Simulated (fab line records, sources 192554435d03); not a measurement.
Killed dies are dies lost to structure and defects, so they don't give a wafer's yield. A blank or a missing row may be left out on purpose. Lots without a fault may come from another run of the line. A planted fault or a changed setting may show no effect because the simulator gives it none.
Which tool did it? | flow n5_finfet | 24 lots, 72 wafers sampled, at 3 steps of a route of 1938

WHAT THE GAUGES READ, wafer by wafer
N5_BEOL_M10_THK_MEAS_53: measures by xrf.
lot  | measured     | on            | M10_THK (nm)
L074 | day 10 07:40 | film_metro-02 | 138 136 137
L075 | day 10 10:45 | film_metro-01 | 138 133 135
L076 | day 10 16:59 | film_metro-01 | 132 140 134
L077 | day 10 17:24 | film_metro-02 | 139 139 136
L078 | day 11 04:07 | film_metro-01 | 143 144 146
L079 | day 11 05:29 | film_metro-02 | 136 140 133
L080 | day 11 13:22 | film_metro-02 | 136 138 134
L081 | day 11 17:50 | film_metro-02 | 141 141 139
L082 | day 11 20:01 | film_metro-01 | 147 139 141
L083 | day 12 06:21 | film_metro-01 | 136 137 142
L085 | day 12 10:51 | film_metro-02 | 141 139 139
L084 | day 12 15:11 | film_metro-01 | 147 146 140
L086 | day 13 12:30 | film_metro-02 | 142 140 145
L087 | day 13 17:34 | film_metro-02 | 135 137 135
L089 | day 13 23:29 | film_metro-01 | 143 138 141
L088 | day 14 03:36 | film_metro-02 | 139 138 139
L091 | day 14 08:29 | film_metro-01 | 139 136 140
L090 | day 15 01:48 | film_metro-02 | 137 141 137
L092 | day 15 15:39 | film_metro-02 | 138 135 135
L093 | day 16 10:01 | film_metro-01 | 142 143 140
L094 | day 16 22:04 | film_metro-01 | 140 142 142
L096 | day 16 23:12 | film_metro-01 | 136 138 143
L097 | day 17 17:33 | film_metro-01 | 139 143 143
L095 | day 18 06:49 | film_metro-02 | 141 140 138

WHICH TOOL RAN EACH LOT (tool, then ch and the chambers of the sampled wafers, then the start)
lot  | N5_BEOL_M9_ALD_74                   | N5_BEOL_M9_DEP_56
L074 | ald_metal-03 ch 1,2,3, day 9 18:36  | pecvd-03 ch 0,1,2, day 9 21:22
L075 | ald_metal-01 ch 1,2,3, day 10 00:01 | pecvd-01 ch 0,1,2, day 10 01:24
L076 | ald_metal-01 ch 0,2, day 10 08:20   | pecvd-02 ch 0,1, day 10 09:52
L077 | ald_metal-01 ch 0,2,3, day 10 08:38 | pecvd-01 ch 0,1,2, day 10 10:14
L078 | ald_metal-03 ch 0,2, day 10 19:24   | pecvd-01 ch 0,2, day 10 20:49
L079 | ald_metal-02 ch 2,3, day 10 20:07   | pecvd-01 ch 1,2, day 10 22:05
L080 | ald_metal-03 ch 0,1, day 11 05:38   | pecvd-01 ch 1,2, day 11 07:05
L081 | ald_metal-03 ch 1,2,3, day 11 10:21 | pecvd-01 ch 0,1,2, day 11 11:56
L082 | ald_metal-01 ch 0,1,2, day 11 10:44 | pecvd-01 ch 1,2, day 11 12:13
L083 | ald_metal-02 ch 0,1, day 11 19:59   | pecvd-02 ch 0,1, day 11 21:29
L085 | ald_metal-02 ch 0,2,3, day 12 01:14 | pecvd-03 ch 0,1, day 12 02:39
L084 | ald_metal-01 ch 1,2, day 12 04:55   | pecvd-01 ch 0,1,2, day 12 06:17
L086 | ald_metal-03 ch 0,2, day 13 04:17   | pecvd-01 ch 0,1, day 13 07:03
L087 | ald_metal-01 ch 0,3, day 13 07:20   | pecvd-02 ch 0,1,2, day 13 08:47
L089 | ald_metal-01 ch 0,1, day 13 11:37   | pecvd-01 ch 0,1,2, day 13 14:38
L088 | ald_metal-03 ch 0,1,3, day 13 19:18 | pecvd-01 ch 0,1, day 13 21:05
L091 | ald_metal-03 ch 0,1,2, day 13 23:23 | pecvd-02 ch 0,1,2, day 14 01:21
L090 | ald_metal-03 ch 0,1,2, day 14 18:14 | pecvd-02 ch 0,1,2, day 14 20:02
L092 | ald_metal-03 ch 0,1,2, day 15 04:38 | pecvd-03 ch 0,1, day 15 06:31
L093 | ald_metal-03 ch 0,1,2, day 16 00:56 | pecvd-03 ch 0,1,2, day 16 02:29
L094 | ald_metal-01 ch 0,2, day 16 04:11   | pecvd-01 ch 1,2, day 16 06:50
L096 | ald_metal-03 ch 0,1,2, day 16 06:10 | pecvd-03 ch 1,2, day 16 08:04
L097 | ald_metal-02 ch 2,3, day 17 05:06   | pecvd-03 ch 0,1,2, day 17 07:35
L095 | ald_metal-03 ch 0,1, day 17 17:25   | pecvd-03 ch 1,2, day 17 21:44
- N5_BEOL_M9_ALD_74: deposits TaN, target thk 2 nm, pulse time 2 s, purge time 3 s.
- N5_BEOL_M9_DEP_56: deposits SiCN from 3MS/NH3, target thk 15 nm, time 26.5 s.

WHAT THE TOOLS THEMSELVES READ (means of the sampled wafers that have a number; where no wafer has one, the mark that the record gives instead)
N5_BEOL_M9_ALD_74.
lot  | tool         | heater_power_w (W) | susceptor_temp_C (C)
L074 | ald_metal-03 | 454                | 275.10
L075 | ald_metal-01 | 442                | 274.92
L076 | ald_metal-01 | 429                | 274.96
L077 | ald_metal-01 | 425                | 274.94
L078 | ald_metal-03 | 405                | 275.17
L079 | ald_metal-02 | 372                | 274.98
L080 | ald_metal-03 | 409                | 275.07
L081 | ald_metal-03 | 454                | 275.03
L082 | ald_metal-01 | 450                | 275.18
L083 | ald_metal-02 | 360                | 275.07
L085 | ald_metal-02 | 364                | 274.97
L084 | ald_metal-01 | 465                | 275.06
L086 | ald_metal-03 | 388                | 275.05
L087 | ald_metal-01 | 430                | 275.07
L089 | ald_metal-01 | 470                | 275.01
L088 | ald_metal-03 | 444                | 274.92
L091 | ald_metal-03 | 418                | 274.79
L090 | ald_metal-03 | 419                | 274.83
L092 | ald_metal-03 | 418                | 274.95
L093 | ald_metal-03 | 415                | 275.01
L094 | ald_metal-01 | 424                | 274.97
L096 | ald_metal-03 | 418                | 274.83
L097 | ald_metal-02 | 363                | 275.25
L095 | ald_metal-03 | 438                | 275.18

N5_BEOL_M9_DEP_56.
lot  | tool     | showerhead_plenum_p_Torr (Torr) | throttle_valve_pct (%)
L074 | pecvd-03 | 3.688                           | 9.1
L075 | pecvd-01 | 3.672                           | 8.8
L076 | pecvd-02 | 3.664                           | 9.4
L077 | pecvd-01 | 3.666                           | 8.8
L078 | pecvd-01 | 3.662                           | 9.0
L079 | pecvd-01 | 3.676                           | 8.6
L080 | pecvd-01 | 3.675                           | 8.4
L081 | pecvd-01 | 3.663                           | 8.7
L082 | pecvd-01 | 3.681                           | 8.6
L083 | pecvd-02 | 3.664                           | 9.3
L085 | pecvd-03 | 3.695                           | 9.9
L084 | pecvd-01 | 3.668                           | 8.7
L086 | pecvd-01 | 3.661                           | 9.1
L087 | pecvd-02 | 3.667                           | 8.8
L089 | pecvd-01 | 3.674                           | 8.7
L088 | pecvd-01 | 3.668                           | 9.2
L091 | pecvd-02 | 3.663                           | 8.9
L090 | pecvd-02 | 3.656                           | 8.9
L092 | pecvd-03 | 3.693                           | 9.7
L093 | pecvd-03 | 3.685                           | 9.0
L094 | pecvd-01 | 3.679                           | 8.4
L096 | pecvd-03 | 3.668                           | 8.5
L097 | pecvd-03 | 3.682                           | 9.2
L095 | pecvd-03 | 3.670                           | 8.5

THE ANSWER, worked out from the rows above alone
Rule: what is usual is taken from the lots themselves. Put in order of their means at a reading, lots are off if they are a third of the lots or fewer, leave a main group of 4 or more, and stand apart from it by a gap of 3 or more times the standard deviation of the main group's means; of several such gaps the widest counts. A main group whose means are all the same, to the digits that the tables above print for the reading, isn't used. A lot without any number at a reading at which 4 lots or more have one is off too. The other lots that the step has rows for count as sound. The gauges are gone through in route order, then the tools' own readings, and for those a lot's mean is taken as printed above. The first step at which some lot is off is used, and at that step the reading that is off furthest; a lot without a number counts as furthest.
No lot is off at any reading shown: from this, nothing can be told.

WHAT THE SIMULATOR HAD PUT IN
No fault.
